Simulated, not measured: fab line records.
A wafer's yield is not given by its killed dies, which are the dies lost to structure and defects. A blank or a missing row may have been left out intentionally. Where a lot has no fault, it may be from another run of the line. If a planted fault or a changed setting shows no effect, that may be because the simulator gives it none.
Problem report, 8D (eight disciplines) form, completed by code ; flow n5Finfet ; the parts of the form that need people (team, actions taken, sign-off) are left out

## 1. THE ISSUE
Mean of barrierFieldEndpointS at N5_BEOL_M1_CMP_52: 13.9 s across 2 wafers in 2 lots; on wafers with no fault it is 24.5 s (standard deviation 0.68). Measured from the usual mean, that is -16 standard deviations.
The step: polishes, stops on SiOC, t overpolish 6.8 s, target thk 40 nm.
First seen on wafer L423.4, day 10 08:08, on cmp-02. The record has a number at this step for 30 wafers belonging to 10 lots. Rule for "out", or "out of limits": more than 4 standard deviations from the usual mean. All remaining wafers that have a number are taken as sound.

## 2. WHAT IT IS AND WHAT IT IS NOT
question;is;is not
which readings at this step;barrierFieldEndpointS, timeToEndpointS;motorCurrentA, overpolishRunS
which lots;L423, L424;L408, L410, L414, L417, L422, L427, L429, L430
which wafers of those lots;L423.4, L424.4;L423.1, L423.5, L424.1, L424.5
read on which tools;cmp-02;cmp-01, cmp-04
when;from day 10 08:08;"up to then (17 sound wafers); but 11 sound wafers of L424, L427, L429, L430 came after"

## 3. SUSPECTS, AND WHAT RULES EACH OUT
Counting: any tool at a process step up to the reading remains a suspect provided it ran every lot that is out. Sound lots after the first of them don't rule it out here, since some wafers of a struck lot are sound.
- cmp-02 at N5_BEOL_M1_CMP_52 (polishes, stops on SiOC, t overpolish 6.8 s, target thk 40 nm): kept. Ran every lot that is out, first one L423 (day 10 08:08); last sound lot up to then L422 (day 10 06:33). On those wafers its own readings are out: barrierFieldEndpointS, timeToEndpointS.
After counting, what remains is cmp-02 at N5_BEOL_M1_CMP_52.

## 4. THE CAUSE (what the simulator had put in)
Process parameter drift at N5_BEOL_M1_CMP_52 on cmp-02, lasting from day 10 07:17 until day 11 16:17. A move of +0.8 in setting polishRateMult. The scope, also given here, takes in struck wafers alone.
This tool alone remained once counting was done.

## 5. THE CHAIN OF EFFECTS, in route order
Each row: a reading where the mean over the struck wafers with a number is more than 3 standard deviations away from the usual. Only readings whose record carries a usual standard deviation are examined. hours: median over the lots of the time between each lot's start at the first step of this table that gives one and its start at this step. sigmas: the change, counted in usual standard deviations.
hours;step;reading;usual;on struck wafers;change;sigmas
0;N5_BEOL_M1_CMP_52;barrierFieldEndpointS;24.5 s;13.9;-10.6;-16
0;N5_BEOL_M1_CMP_52;timeToEndpointS;61.9 s;36.0;-25.9;-8.9
Here are the process steps it includes:
- N5_BEOL_M1_CMP_52: polishes, stops on SiOC, t overpolish 6.8 s, target thk 40 nm.
At these later measuring or inspecting steps, every struck wafer for which the step has a row has a number for every such reading, and none has moved that far: N5_BEOL_M4_RC_MEAS_101.

## 6. HOW IT WOULD HAVE BEEN CAUGHT EARLIER
In this record the first reading out of limits was taken at day 10 08:08, 1 hour after the fault began at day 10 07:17.
